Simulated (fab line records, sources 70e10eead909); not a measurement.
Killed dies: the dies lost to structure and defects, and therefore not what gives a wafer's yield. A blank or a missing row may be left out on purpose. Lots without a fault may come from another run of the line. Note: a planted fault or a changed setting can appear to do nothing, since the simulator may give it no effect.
The tool behind it: which one? :: flow nand harc :: Sampling: 11 lots, 33 wafers, 5 of 1302 route steps

## WHAT THE GAUGES SHOWED, per wafer
NHARC_P_BONDPAD_CD_MEAS_09 targets a cd of 500 nm.
lot: L120
measured: day 6 18:30
on: cd sem-03
cd nm (nm): 502.3 500.5 498.6

lot: L124
measured: day 8 03:52
on: cd sem-02
cd nm (nm): 498.4 497.8 500.3

lot: L121
measured: day 9 01:44
on: cd sem-03
cd nm (nm): 497.1 499.9 497.9

lot: L128
measured: day 9 19:23
on: cd sem-03
cd nm (nm): 497.3 497.8 496.8

lot: L129
measured: day 10 17:22
on: cd sem-03
cd nm (nm): 499.0 500.0 498.7

lot: L131
measured: day 11 12:52
on: cd sem-01
cd nm (nm): 498.3 497.4 498.2

lot: L133
measured: day 12 12:55
on: cd sem-03
cd nm (nm): 485.4 486.0 484.4

lot: L135
measured: day 13 03:17
on: cd sem-03
cd nm (nm): 492.7 493.1 489.2

lot: L140
measured: day 14 23:07
on: cd sem-02
cd nm (nm): 499.9 497.3 496.6

lot: L142
measured: day 15 16:04
on: cd sem-01
cd nm (nm): 500.3 502.3 499.7

lot: L143
measured: day 16 01:28
on: cd sem-01
cd nm (nm): 497.8 500.4 499.3

## WHICH TOOL RAN EACH LOT (tool, then ch and the chambers of the sampled wafers, then the start)
lot: L120
NHARC_P_M2_STRIP_18: rie diel-11 ch 0,1, day 6 14:31
NHARC_P_M2_ETCH_28: rie diel-11 ch 0,3, day 6 16:56 or earlier
NHARC_P_M2_DEP_33: pecvd-03 ch 0,1,2, day 6 16:56
NHARC_P_BONDPAD_EXPOSE_06: krf scanner-04 ch 0, day 6 18:21

lot: L124
NHARC_P_M2_STRIP_18: rie diel-04 ch 0,2, day 7 23:53
NHARC_P_M2_ETCH_28: rie diel-04 ch 1,3, day 8 02:16 or earlier
NHARC_P_M2_DEP_33: pecvd-03 ch 1,2, day 8 02:16
NHARC_P_BONDPAD_EXPOSE_06: krf scanner-03 ch 0, day 8 03:43

lot: L121
NHARC_P_M2_STRIP_18: rie diel-07 ch 0,1,3, day 8 21:38
NHARC_P_M2_ETCH_28: rie diel-07 ch 0,2,3, day 8 23:58 or earlier
NHARC_P_M2_DEP_33: pecvd-02 ch 0,1,2, day 8 23:58
NHARC_P_BONDPAD_EXPOSE_06: krf scanner-04 ch 0, day 9 01:35

lot: L128
NHARC_P_M2_STRIP_18: rie diel-04 ch 0,1,3, day 9 15:27
NHARC_P_M2_ETCH_28: rie diel-04 ch 0,1,3, day 9 17:46 or earlier
NHARC_P_M2_DEP_33: pecvd-04 ch 0,2, day 9 17:46
NHARC_P_BONDPAD_EXPOSE_06: krf scanner-03 ch 0, day 9 19:14

lot: L129
NHARC_P_M2_STRIP_18: rie diel-04 ch 1,2, day 10 11:40
NHARC_P_M2_ETCH_28: rie diel-04 ch 0,1,2, day 10 15:51 or earlier
NHARC_P_M2_DEP_33: pecvd-04 ch 0,1,2, day 10 15:51
NHARC_P_BONDPAD_EXPOSE_06: krf scanner-03 ch 0, day 10 17:13

lot: L131
NHARC_P_M2_STRIP_18: rie diel-07 ch 0,1, day 11 08:50
NHARC_P_M2_ETCH_28: rie diel-07 ch 0,1, day 11 11:14 or earlier
NHARC_P_M2_DEP_33: pecvd-04 ch 0,1,2, day 11 11:14
NHARC_P_BONDPAD_EXPOSE_06: krf scanner-04 ch 0, day 11 12:43

lot: L133
NHARC_P_M2_STRIP_18: rie diel-04 ch 0,1,3, day 12 08:26
NHARC_P_M2_ETCH_28: rie diel-04 ch 0,2, day 12 11:21 or earlier
NHARC_P_M2_DEP_33: pecvd-03 ch 1,2, day 12 11:21
NHARC_P_BONDPAD_EXPOSE_06: krf scanner-03 ch 0, day 12 12:46

lot: L135
NHARC_P_M2_STRIP_18: rie diel-07 ch 0,1, day 12 23:19
NHARC_P_M2_ETCH_28: rie diel-07 ch 1,2,3, day 13 01:39 or earlier
NHARC_P_M2_DEP_33: pecvd-04 ch 0,1,2, day 13 01:39
NHARC_P_BONDPAD_EXPOSE_06: krf scanner-03 ch 0, day 13 03:08

lot: L140
NHARC_P_M2_STRIP_18: rie diel-04 ch 0,1,2, day 14 19:02
NHARC_P_M2_ETCH_28: rie diel-04 ch 1,3, day 14 21:29 or earlier
NHARC_P_M2_DEP_33: pecvd-04 ch 1,2, day 14 21:29
NHARC_P_BONDPAD_EXPOSE_06: krf scanner-02 ch 0, day 14 22:58

lot: L142
NHARC_P_M2_STRIP_18: rie diel-07 ch 0,1,3, day 15 12:09
NHARC_P_M2_ETCH_28: rie diel-07 ch 0,2,3, day 15 14:26 or earlier
NHARC_P_M2_DEP_33: pecvd-02 ch 0,1, day 15 14:26
NHARC_P_BONDPAD_EXPOSE_06: krf scanner-04 ch 0, day 15 15:55

lot: L143
NHARC_P_M2_STRIP_18: rie diel-11 ch 0,1,2, day 15 21:36
NHARC_P_M2_ETCH_28: rie diel-11 ch 1,2,3, day 15 23:58 or earlier
NHARC_P_M2_DEP_33: pecvd-03 ch 1,2, day 15 23:58
NHARC_P_BONDPAD_EXPOSE_06: krf scanner-04 ch 0, day 16 01:19
- NHARC_P_M2_STRIP_18: strips in N2/H2.
- NHARC_P_M2_ETCH_28: etches the open film in CF4/N2, target depth 30 nm, time 72.99 s.
- NHARC_P_M2_DEP_33: deposits SiCN, target thk 30 nm.
- NHARC_P_BONDPAD_EXPOSE_06: exposes mask P BPAD.

## THE ANSWER, worked out from the rows above alone
Rule: what is usual is taken from the lots themselves. Put in order of their means at a reading, lots are off if they are a third of the lots or fewer, leave a main group of 4 or more, and stand apart from it by a gap of 3 or more times the standard deviation of the main group's means; of several such gaps the widest counts. A main group whose means are all the same, to the digits that the tables above print for the reading, isn't used. Also off: a lot with no number at a reading for which 4 or more lots have one. Where the step has rows for the other lots, those lots are counted as sound.
Off, at NHARC_P_BONDPAD_CD_MEAS_09 on cd nm: L133, L135. The main group: mean 498.9 nm, standard deviation 1.1.
If a tool, at a process step before that reading, ran all the lots that are off and no sound lot after the first of them, it fits. Those tools and the gauges at NHARC_P_BONDPAD_CD_MEAS_09 are tried in the same way. NHARC_P_M2_ETCH_28: start missing for some lots; hours and lot order therefore follow NHARC_P_M2_DEP_33. 2 tools fit, krf scanner-03 at NHARC_P_BONDPAD_EXPOSE_06 and cd sem-03 at NHARC_P_BONDPAD_CD_MEAS_09, so this cannot tell which one it is.

## WHAT THE SIMULATOR PUT IN
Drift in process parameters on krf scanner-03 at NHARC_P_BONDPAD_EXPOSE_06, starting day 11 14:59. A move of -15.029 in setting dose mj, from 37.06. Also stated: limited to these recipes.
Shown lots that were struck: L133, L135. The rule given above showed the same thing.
